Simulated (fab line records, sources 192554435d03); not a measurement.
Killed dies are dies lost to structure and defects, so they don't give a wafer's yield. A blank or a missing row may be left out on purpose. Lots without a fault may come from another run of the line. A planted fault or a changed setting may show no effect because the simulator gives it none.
A struck lot beside a sound one | flow n5_finfet | 21 steps out of a route of 1938
Sound: wafers L237.1, L237.2, L237.5. Struck: wafers L249.1, L249.2, L249.5. The cause comes at the end.
At each step with rows: each side's tool, then ch and its chambers, then its first start. Under that, the readings that differ: sound wafers | struck wafers | difference of the means | sigmas: that difference in standard deviations of wafers without a fault.
alike: readings whose means differ by less than 2 such deviations, and words and numbers that are the same on both sides. not compared: withheld readings, readings that some wafer has no value for, bounds like >300 that may hide the same value, and numbers for which the record gives no deviation and whose values overlap.
The two part at a step that has a row with sigmas, a row that says differs or no value, or rows on one side only. Numbers that don't overlap but have no deviation are shown without sigmas and don't part them. A reading that every wafer of one side lacks parts them only if that side has two wafers or more.

N5_SD_EPI_P_SD_RECESS_17: chemistry HBr/Cl2/O2, target depth 39.1 nm, bt time 3 s.
  sound on rie_si-03 ch 2,3, day 3 13:16; struck on rie_si-01 ch 1,3, day 6 13:01
  alike: drypump_motor_current_A, he_backside_leak_sccm, oes_product_au, rf_fwd_power_W, throttle_valve_pct
  not compared: rf_hours_counter_h
then, 1 step without rows for these wafers: N5_SD_EPI_P_WET_ETCH_45 (etches SiO2 in dHF, time 10.7 s, target depth 2 nm, rinse time 30 s).
N5_SD_EPI_P_STRIP_40: strips in N2/H2.
  sound on plasma_asher-02 ch 0,1, day 3 13:24; struck on plasma_asher-02 ch 0,1, day 6 13:10
  alike: drypump_motor_current_A, heater_power_w, oes_product_au
  not compared: rf_hours_counter_h
then, 5 steps without rows for these wafers: N5_SD_EPI_P_PRECLEAN_52 (cleans in O3/DIW, time 60 s); N5_SD_EPI_P_SRD_20 (time 30 s); N5_SD_EPI_P_PRECLEAN_51 (cleans in NF3:NH3, afs cycles 1, time 20 s, sublimation time 60 s); N5_SD_EPI_P_VAPOR_ETCH_44 (etches SiGe30 in NF3/Ar, time 3.3 s); N5_SD_EPI_P_EPI_21 (deposits SiGe:B, time 355 s).
N5_SD_EPI_P_EPI_MEAS_23:
  sound on film_metro-01, day 3 16:07; struck on film_metro-02, day 6 16:44
  alike: thk_nm
then, 3 steps without rows for these wafers: N5_SD_EPI_P_HM_STRIP_48 (strips SiNx in H3PO4, material SiNx, target depth 3 nm); N5_SD_EPI_P_SRD_49 (time 30 s); N5_SD_EPI_P_PRECLEAN_24 (cleans in O3/DIW, time 45 s).
N5_SD_EPI_P_PRECLEAN_32: cleans in dHF, time 10 s.
  sound on wet_bench-03 ch 0,2,7, day 3 16:14; struck on wet_bench-03 ch 1,5,7, day 6 16:51
then, 2 steps without rows for these wafers: N5_SD_EPI_P_PRECLEAN_33 (cleans in SC2, time 45 s); N5_SD_EPI_P_SRD_25 (time 30 s).
N5_SD_EPI_P_INSPECT_26: inspects for defects (darkfield).
  sound on defect_inspect-01, day 3 16:17; struck on defect_inspect-02, day 6 16:55
  reading          | sound       | struck      | difference | sigmas
  raw_defect_count | 185 116 172 | 923 921 941 | +771       | +20
N5_SD_ACTIVATION_RTA_00: time 0 s.
  sound on rtp_anneal-01 ch 0, day 3 16:22; struck on rtp_anneal-02 ch 0, day 6 16:56
  alike: lamp_power_pct, lamp_zone_5_pct, lamp_zone_6_pct, lamp_zone_7_pct, wafer_temp_C_max
N5_SD_ACTIVATION_LSA_01: time 0.0008 s.
  sound on laser_anneal-02 ch 0, day 3 16:35; struck on laser_anneal-02 ch 0, day 6 17:08
  alike: wafer_temp_C_max
N5_SD_ACTIVATION_INSPECT_02: inspects for defects (darkfield).
  sound on defect_inspect-02, day 3 17:07; struck on defect_inspect-01, day 6 17:40
  reading          | sound       | struck      | difference | sigmas
  raw_defect_count | 203 128 188 | 952 917 944 | +765       | +21
N5_ILD0_LINER_00: material SiNx, target thk 4 nm, pulse time 1 s, purge time 2 s.
  sound on ald_sin-01 ch 0,2,3, day 3 17:09; struck on ald_sin-04 ch 0,2,3, day 6 17:42
  alike: heater_power_w, precursor_pulse_height_rel
  not compared: since_wet_clean_h
-- the record jumps here: 10 days lie between the struck wafers' starts before and after (it left off in module ILD0 and takes up again in module PASSIVATION, whose first step shown is number 1936 of the route) --
N5_PASSIVATION_PROBE_49:
  the record has rows for the struck wafers here (prober-01, day 17 05:15) and none for the sound ones

WHERE THEY PART
First at N5_SD_EPI_P_INSPECT_26; last, within this record, at N5_PASSIVATION_PROBE_49.

WHY: what the simulator had put in
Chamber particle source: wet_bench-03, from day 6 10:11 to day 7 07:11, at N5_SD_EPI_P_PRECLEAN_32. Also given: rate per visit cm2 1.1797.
